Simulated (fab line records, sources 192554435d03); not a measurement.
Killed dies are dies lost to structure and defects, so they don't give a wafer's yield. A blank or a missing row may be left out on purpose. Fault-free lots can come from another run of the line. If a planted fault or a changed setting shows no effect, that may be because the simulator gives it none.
fab line records    flow n5-finfet
[record] lots = 7  wafers = 19  last-day = 19
route steps=1938 shown BEOL_M7@1314 PASSIVATION@1936
lots with no fault: from the same line, run without faults
start-h: the number of hours between the record's first day and the start of the first shown wafer of the lot    wait-h: how many hours have passed since the lot's step before this one    " unchanged from the row above    L1.1+2: a single row standing in for several wafers    - either no value or no given start    * or withheld: withheld    < > ~ a bound
route shown NAME@n: NAME is a module with steps in the file, n the number in the route of the first one    usual: mean/standard deviation of fault-free wafers    same: alike in all rows    chamber/n: place in a boat    sites: each site's reading    _std_site: standard deviation across them    _edge_site: the outer-site mean with the inner-site mean subtracted    radius-mm: how far each site lies from the wafer's centre    mask NAME#n: copy n    behind: the last tool/chamber to shape the wafer    hold: what put the lot on hold/how long, in hours/how the hold closed    device: transistor that didn't switch, given as n, p or np    end of line: the route-end tests of the same wafers    for a step that has no rows: nothing shown but its recipe    killed: not the wafer's yield, but the dies lost to structure and defects at the first sort    map: a wafer's dies, x killed, . not, _ none there
set.NAME: the setting the step ran with; set.NAME@STEP: the setting that earlier step ran with    model.NAME: the simulator's own value behind a step, which no gauge read
lots at some steps of the route; a table a step, a row a wafer
services: from which hour (start-h, from the record's first day; less than 0 if before it) a tool's chamber was out of use, for how many hours, and why
[[steps]]
[step N5_BEOL_M7_PRECLEAN_42]
[recipe] chemistry = residue-remover  time-s = 60  temp-c = 40
[step N5_BEOL_M7_SRD_43]
[recipe] time-s = 30  temp-c = 23  rinse-liquid = diw  dry = ipa-marangoni
[step N5_BEOL_M7_CD_MEAS_35]
[recipe] target-cd-nm = 40  polarity = opening
[usual] cd-nm = 39.9/0.49
lot.wafer  tool       chamber  start-h  wait-h  cd-nm
L286.1     cd-sem-02  -        225.84   0.0     40.1
L286.3     "          -        "        "       40.0
L286.4     "          -        "        "       40.2
L291.1     cd-sem-01  -        278.47   0.0     39.9
L291.4     "          -        "        "       40.3
L291.6     "          -        "        "       40.4
L293.3     cd-sem-03  -        312.95   0.0     39.9
L293.6     "          -        "        "       39.5
L295.5     cd-sem-03  -        316.08   0.0     41.0
L295.6     "          -        "        "       40.1
L299.1     cd-sem-02  -        343.67   0.0     39.4
L299.4     "          -        "        "       38.9
L299.5     "          -        "        "       39.0
L300.2     cd-sem-02  -        365.92   0.0     39.1
L300.4     "          -        "        "       39.4
L300.5     "          -        "        "       39.1
L306.3     cd-sem-01  -        375.91   0.0     40.0
L306.4     "          -        "        "       39.1
L306.6     "          -        "        "       39.4
[step N5_BEOL_M7_CURE_75]
[recipe] temp-c = 370  time-s = 120  ambient = DMADMS/He  material = SiCOH_lowk
[usual] lamp-power-pct = 52.31/0.053  wafer_temp_C_max = 371.4/0.59
[same] time-s = 120
lot.wafer  tool        chamber  start-h  wait-h  lamp-power-pct  wafer_temp_C_max
L286.1     uv-cure-03  1        226.03   0.2     52.34           371.5
L286.3     "           1        "        "       52.25           371.7
L286.4     "           1        "        "       52.44           370.5
L291.1     uv-cure-03  0        278.52   0.0     52.30           371.8
L291.4     "           0        "        "       52.26           371.4
L291.6     "           0        "        "       52.36           372.2
L293.3     uv-cure-02  0        313.39   0.4     52.33           371.1
L293.6     "           0        "        "       52.29           370.6
L295.5     uv-cure-02  0        316.52   0.4     52.34           371.6
L295.6     "           0        "        "       52.31           371.2
L299.1     uv-cure-03  1        343.71   0.0     52.44           371.0
L299.4     "           1        "        "       52.40           370.9
L299.5     "           1        "        "       52.32           371.3
L300.2     uv-cure-01  2        366.24   0.3     52.33           370.7
L300.4     "           2        "        "       52.33           370.8
L300.5     "           2        "        "       52.34           370.7
L306.3     uv-cure-01  2        376.05   0.1     52.22           371.1
L306.4     "           2        "        "       52.42           371.2
L306.6     "           2        "        "       52.37           371.1
[step N5_BEOL_M7_DEGAS_44]
[recipe] ambient = vacuum  temp-c = 250  time-s = 60
[usual] heater-power-w = 355/38
[same] time-s = 60
lot.wafer  tool            chamber  start-h  wait-h  heater-power-w
L286.1     pvd-sputter-01  -        228.05   2.0     323
L286.3     "               -        "        "       388
L286.4     "               -        "        "       343
L291.1     pvd-sputter-01  -        278.87   0.3     311
L291.4     "               -        "        "       398
L291.6     "               -        "        "       318
L293.3     pvd-sputter-03  -        316.23   2.6     334
L293.6     "               -        "        "       319
L295.5     pvd-sputter-01  -        316.77   0.2     314
L295.6     "               -        "        "       311
L299.1     pvd-sputter-01  -        344.08   0.3     309
L299.4     "               -        "        "       388
L299.5     "               -        "        "       347
L300.2     pvd-sputter-03  -        366.61   0.3     315
L300.4     "               -        "        "       400
L300.5     "               -        "        "       301
L306.3     pvd-sputter-02  -        378.05   2.0     384
L306.4     "               -        "        "       360
L306.6     "               -        "        "       373
[step N5_BEOL_M7_PRE_CLEAN_45]
[recipe] gas = H2/He  time-s = 30  temp-c = 250
[usual] heater-power-w = 355/38
[same] time-s = 30
lot.wafer  tool            chamber  start-h  wait-h  heater-power-w
L286.1     pvd-sputter-01  -        228.09   0.0     321
L286.3     "               -        "        "       396
L286.4     "               -        "        "       346
L291.1     pvd-sputter-01  -        278.91   0.0     308
L291.4     "               -        "        "       396
L291.6     "               -        "        "       322
L293.3     pvd-sputter-03  -        316.27   0.0     325
L293.6     "               -        "        "       326
L295.5     pvd-sputter-01  -        316.81   0.0     323
L295.6     "               -        "        "       305
L299.1     pvd-sputter-01  -        344.12   0.0     305
L299.4     "               -        "        "       401
L299.5     "               -        "        "       342
L300.2     pvd-sputter-03  -        366.65   0.0     320
L300.4     "               -        "        "       412
L300.5     "               -        "        "       304
L306.3     pvd-sputter-02  -        378.09   0.0     385
L306.4     "               -        "        "       368
L306.6     "               -        "        "       372
[step N5_BEOL_M7_ALD_77]
[recipe] material = TaN  target-thk-a = 20  temp-c = 275  ald-precursor-family = PDMAT  ald-co-reactant = NH3  pressure-torr = 3  carrier-flow-sccm = 1500  pulse-time-s = 2  purge-time-s = 3  co-reactant-purge-time-s = 2  co-reactant-pulse-time-s = 3  ald-cycles = 40  precursor-vessel-temp-c = 75  precursor-vessel-pressure-torr = 26.25  precursor-vessel-carrier-sccm = 1000
[usual] heater-power-w = 407/55
lot.wafer  tool          chamber  start-h  wait-h  heater-power-w
L286.1     ald-metal-01  0        228.17   0.1     475
L286.3     "             2        "        "       432
L286.4     "             3        "        "       420
L291.1     ald-metal-03  3        279.10   0.2     360
L291.4     "             1        "        "       373
L291.6     "             0        "        "       487
L293.3     ald-metal-04  1        316.33   0.0     511
L293.6     "             3        "        "       380
L295.5     ald-metal-04  3        317.16   0.3     377
L295.6     "             0        "        "       339
L299.1     ald-metal-04  3        344.20   0.1     373
L299.4     "             1        "        "       505
L299.5     "             0        "        "       340
L300.2     ald-metal-01  0        366.71   0.0     467
L300.4     "             1        "        "       335
L300.5     "             1        "        "       339
L306.3     ald-metal-04  2        378.15   0.0     413
L306.4     "             1        "        "       498
L306.6     "             1        "        "       511
[step N5_BEOL_M7_SURFACE_TREAT_79]
[recipe] gas = Ar  time-s = *  ion-energy-ev = *  ion-current-ma-cm2 = 0.5  pressure-mtorr = *  ar-flow-sccm = 30
[usual] throttle-valve-pct = *
[same] time-s = *
lot.wafer  tool            chamber  start-h  wait-h  throttle-valve-pct
L286.1     pvd-sputter-01  -        228.47   0.2     *
L286.3     "               -        "        "       *
L286.4     "               -        "        "       *
L291.1     pvd-sputter-02  -        279.54   0.3     *
L291.4     "               -        "        "       *
L291.6     "               -        "        "       *
L293.3     pvd-sputter-01  -        316.63   0.2     *
L293.6     "               -        "        "       *
L295.5     pvd-sputter-02  -        318.33   1.0     *
L295.6     "               -        "        "       *
L299.1     pvd-sputter-01  -        344.56   0.2     *
L299.4     "               -        "        "       *
L299.5     "               -        "        "       *
L300.2     pvd-sputter-01  -        367.13   0.3     *
L300.4     "               -        "        "       *
L300.5     "               -        "        "       *
L306.3     pvd-sputter-02  -        378.49   0.2     *
L306.4     "               -        "        "       *
L306.6     "               -        "        "       *
[step N5_BEOL_M7_CVD_78]
[recipe] material = Co  target-thk-a = 20  temp-c = withheld  precursor = CCTBA/H2  pressure-torr = 30  time-s = 142.3
[step N5_BEOL_M7_SPUTTER_48]
[recipe] material = Cu  target-thk-a = 100  temp-c = -20  bias-v = 60  power-w = 26000  chamber-pressure-pa = 0.13  time-s = 1.667
[step N5_BEOL_M7_ECD_50]
[recipe] material = Cu  target-thk-a = 3000
[step N5_BEOL_M7_ANNEAL_51]
[recipe] temp-c = 225  time-s = 90  ambient = N2
[step N5_BEOL_M7_CMP_52]
[recipe] stop-on = SiCOH_lowk  t-overpolish-s = 6.9  down-force-psi = 1  platen-rpm = 50  clearing-platen-down-force-psi = 1.5  clearing-platen-rpm = 50  post-cmp-clean = cu-alkaline  target-thk-nm = 80  clearing-platen-pad-velocity-m-s = 0.99484  pad-velocity-m-s = 0.99484
[usual] barrier-field-endpoint-s = 28.8/0.67  clearing-platen-down-force-psi = 1.500/0.0033  motor-current-A = 5.8/0.65  overpolish-run-s = 6.901/0.0095  slurry-flow-ml-min = 150.0/0.53  time-to-endpoint-s = 61.3/3
lot.wafer  tool    chamber  start-h  wait-h  barrier-field-endpoint-s  clearing-platen-down-force-psi  motor-current-A  overpolish-run-s  slurry-flow-ml-min  time-to-endpoint-s  model.Cu_of_BEOL_M7_ECD_50.thk-nm
L286.4     cmp-01  1        229.88   0.2     29.4                      1.495                           6.6              6.914             149.8               62.5                79.6
L286.1     "       2        "        "       28.7                      1.501                           5.6              6.919             150.0               57.1                77.4
L286.3     "       3        "        "       29.2                      1.492                           4.9              6.906             149.8               60.9                78
L291.4     cmp-04  2        282.11   0.1     28.6                      1.499                           6.2              6.896             149.4               62.3                78.6
L291.1     "       0        "        "       28.8                      1.499                           7.0              6.905             149.8               62.4                79.6
L291.6     "       2        "        "       16.5                      1.501                           5.9              6.895             149.4               32.0                78.4
L293.3     cmp-04  3        317.39   0.2     16.1                      1.502                           6.3              6.898             150.4               31.3                78.4
L293.6     "       3        "        "       16.1                      1.499                           6.3              6.880             149.8               29.7                74.6
L295.5     cmp-04  1        319.85   0.2     27.7                      1.501                           5.3              6.920             149.6               55.8                79.6
L295.6     "       2        "        "       16.0                      1.498                           6.0              6.897             149.7               30.1                77.2
L299.1     cmp-02  2        345.31   0.3     28.8                      1.503                           5.7              6.903             150.1               61.6                78.4
L299.4     "       0        "        "       28.2                      1.503                           5.5              6.886             150.1               59.3                79.8
L299.5     "       1        "        "       28.2                      1.501                           6.6              6.895             150.8               59.4                80
L300.4     cmp-01  0        368.32   0.2     28.9                      1.502                           5.1              6.905             150.9               62.4                78.2
L300.2     "       1        "        "       28.3                      1.500                           6.1              6.899             151.2               62.9                81
L300.5     "       3        "        "       29.1                      1.499                           4.8              6.922             150.0               63.7                77.6
L306.3     cmp-01  1        379.18   0.2     28.3                      1.504                           6.1              6.899             149.9               62.7                79.6
L306.4     "       2        "        "       28.1                      1.505                           5.8              6.901             149.3               59.5                77.6
L306.6     "       2        "        "       28.5                      1.504                           5.7              6.886             149.9               61.8                78.8
[step N5_PASSIVATION_PROBE_49]
[usual] defect-limited-yield = 91.6/1.6  killed_at_M0_to_M3 = 32/9.7  killed_at_M4_up = 13/4.4  killed-at-contacts = 12/6.5  killed-at-front-end = 38/12  killed-at-other = 3.7/3  killed-dies = 99/18  killed-on-rim = 13/3.9  killed-open = 66/14  killed-short = 32/7.5  sort_bin_5_function = 4.9/1  sort_bin_6_memory = 3.2/0.73  sort-n-pass = 1081/18  sort-yield-pct = 91.6/1.6
[same] gross-dies = 1180  killed-at-back-side = 0  sort_bin_4_leakage[%] = 0  sort_bin_8_speed[%] = 0
lot.wafer  tool       chamber  start-h  wait-h  defect-limited-yield[%]  killed_at_M0_to_M3  killed_at_M4_up  killed-at-contacts  killed-at-front-end  killed-at-other  killed-dies  killed-on-rim  killed-open  killed-short  sort_bin_5_function[%]  sort_bin_6_memory[%]  sort-n-pass  sort-yield-pct[%]
L286.1     prober-02  -        299.74   0.0     92.6                     35                  9                18                  23                   2                87           12             53           33            4.7                     2.5                   1093         92.6
L286.3     prober-02  -        299.84   0.1     93.2                     27                  9                18                  23                   3                80           13             54           26            3.9                     2.2                   1100         93.2
L286.4     prober-02  -        299.89   0.2     92.9                     32                  10               18                  22                   2                84           12             53           31            4.6                     2.1                   1096         92.9
L293.3     prober-02  -        393.41   0.1     91.7                     41                  13               12                  27                   5                98           17             58           39            4.7                     3.3                   1082         91.7
L293.6     prober-02  -        393.56   0.3     90.1                     40                  13               15                  44                   5                117          15             78           39            6.8                     2.7                   1063         90.1
L300.2     prober-01  -        448.20   0.1     90.6                     44                  18               13                  36                   0                111          16             75           36            6.0                     3.3                   1069         90.6
L300.4     prober-01  -        448.30   0.2     90.4                     31                  17               13                  51                   1                113          9              81           31            5.5                     3.7                   1067         90.4
L300.5     prober-01  -        448.35   0.2     89.9                     59                  13               10                  36                   1                119          16             73           45            5.8                     3.8                   1061         89.9
// killed by level:class
L286.1 MOL_CONTACT_COAG:geometric-particle:open=14 GATE_CUT:geometric-particle:short=6 BEOL_M0_SAQP:geometric-particle:short=6 BEOL_M0_SAQP:geometric-particle:open=6 FIN_SAQP:geometric-particle:open=4 DUMMY_GATE:geometric-particle:open=4 MOL_CONTACT_COAG:geometric-particle:short=4 BEOL_M0:geometric-particle:open=4
L286.3 MOL_CONTACT_COAG:geometric-particle:open=16 BEOL_M3:geometric-particle:open=7 BEOL_M0:geometric-particle:open=5 GATE_CUT:geometric-particle:short=4 FIN_SAQP:geometric-particle:open=3 FIN_SAQP:geometric-particle:short=3 STI_FIN_REVEAL:geometric-particle:open=3 GATE_CUT:geometric-particle:open=3
L286.4 MOL_CONTACT_COAG:geometric-particle:open=15 BEOL_M0_SAQP:geometric-particle:short=10 BEOL_M2:geometric-particle:open=7 FIN_SAQP:geometric-particle:open=5 GATE_CUT:geometric-particle:open=4 BEOL_M0:geometric-particle:short=4 GATE_CUT:geometric-particle:short=3 MOL_CONTACT_COAG:geometric-particle:short=3
L293.3 BEOL_M0_SAQP:geometric-particle:short=10 MOL_CONTACT_COAG:geometric-particle:open=9 BEOL_M0_SAQP:geometric-particle:open=9 FIN_SAQP:geometric-particle:open=7 BEOL_M2:geometric-particle:open=7 BEOL_M4:geometric-particle:open=6 FIN_SAQP:geometric-particle:short=5 DUMMY_GATE:geometric-particle:open=4
L293.6 FIN_SAQP:geometric-particle:short=11 MOL_CONTACT_COAG:geometric-particle:open=11 BEOL_M0_SAQP:geometric-particle:short=8 BEOL_M4:geometric-particle:open=8 FIN_SAQP:geometric-particle:open=7 BEOL_M0_SAQP:geometric-particle:open=7 STI_FIN_REVEAL:geometric-particle:open=7 BEOL_M3:geometric-particle:open=7
L300.2 BEOL_M1:geometric-particle:open=14 BEOL_M0_SAQP:geometric-particle:short=11 MOL_CONTACT_COAG:geometric-particle:open=10 FIN_SAQP:geometric-particle:short=8 DUMMY_GATE:geometric-particle:open=8 FIN_SAQP:geometric-particle:open=4 STI_FIN_REVEAL:geometric-particle:open=4 GATE_CUT:geometric-particle:open=4
L300.4 MOL_CONTACT_COAG:geometric-particle:open=13 DUMMY_GATE:geometric-particle:open=12 STI_FIN_REVEAL:geometric-particle:open=11 BEOL_M0_SAQP:geometric-particle:short=7 BEOL_M0_SAQP:geometric-particle:open=7 BEOL_M1:geometric-particle:open=6 FIN_SAQP:geometric-particle:open=5 FIN_CUT:geometric-particle:short=5
L300.5 BEOL_M0_SAQP:geometric-particle:short=18 BEOL_M0_SAQP:geometric-particle:open=13 MOL_CONTACT_COAG:geometric-particle:open=9 BEOL_M1:geometric-particle:open=9 BEOL_M2:geometric-particle:open=7 BEOL_M3:geometric-particle:open=7 FIN_SAQP:geometric-particle:short=6 FIN_SAQP:geometric-particle:open=6
[[services]]
tool            chamber  start-h  hours  kind
ald-metal-03    -        211.76   14.6   pm
ald-metal-04    1        216.54   24.2   repair
ald-metal-03    -        226.36   2.8    pm
uv-cure-02      -        231.71   22.2   pm
uv-cure-03      -        234.91   7.5    pm
cmp-01          -        244.45   9.3    pm
cmp-02          -        255.89   0.6    repair
ald-metal-01    3        259.70   3.6    repair
cmp-01          -        262.96   1.1    repair
pvd-sputter-02  -        265.13   12.8   repair
cmp-04          -        267.99   4.0    pm
uv-cure-01      -        273.85   6.0    pm
cmp-02          -        275.61   1.5    repair
uv-cure-01      -        279.85   1.0    pm
ald-metal-01    1        289.58   29.9   repair
uv-cure-01      -        294.23   7.5    pm
cmp-02          -        295.52   9.9    pm
ald-metal-01    3        315.96   1.6    repair
cmp-01          -        323.34   3.7    repair
cmp-01          -        331.12   4.0    pm
ald-metal-01    2        343.01   6.1    repair
ald-metal-04    -        345.61   1.3    repair
pvd-sputter-03  -        361.72   2.7    repair
uv-cure-03      -        377.38   2.1    pm
[[key]]
[first-sign] step = N5_BEOL_M7_CMP_52  reading = barrier-field-endpoint-s  direction = down  sigmas = 19  usual = 28.8  struck = 16.2
[effect] step = N5_BEOL_M7_CMP_52  reading = time-to-endpoint-s  direction = down  sigmas = 10  usual = *  struck = *
[model-effect] step = N5_BEOL_M7_CMP_52  value = Cu_of_BEOL_M7_ECD_50.thk-nm  without = 79.55  struck = 77.15
met-at N5_BEOL_M7_CMP_52
struck-wafers L291.6,L293.3,L293.6,L295.6
[fault] kind = process-parameter-drift  tool = cmp-04  chamber = -  onset-h = 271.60  steps = N5_BEOL_M7_CMP_52  channel = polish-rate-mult  offset = 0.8  shape = step  end-h = 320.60  scope = struck-wafers-only
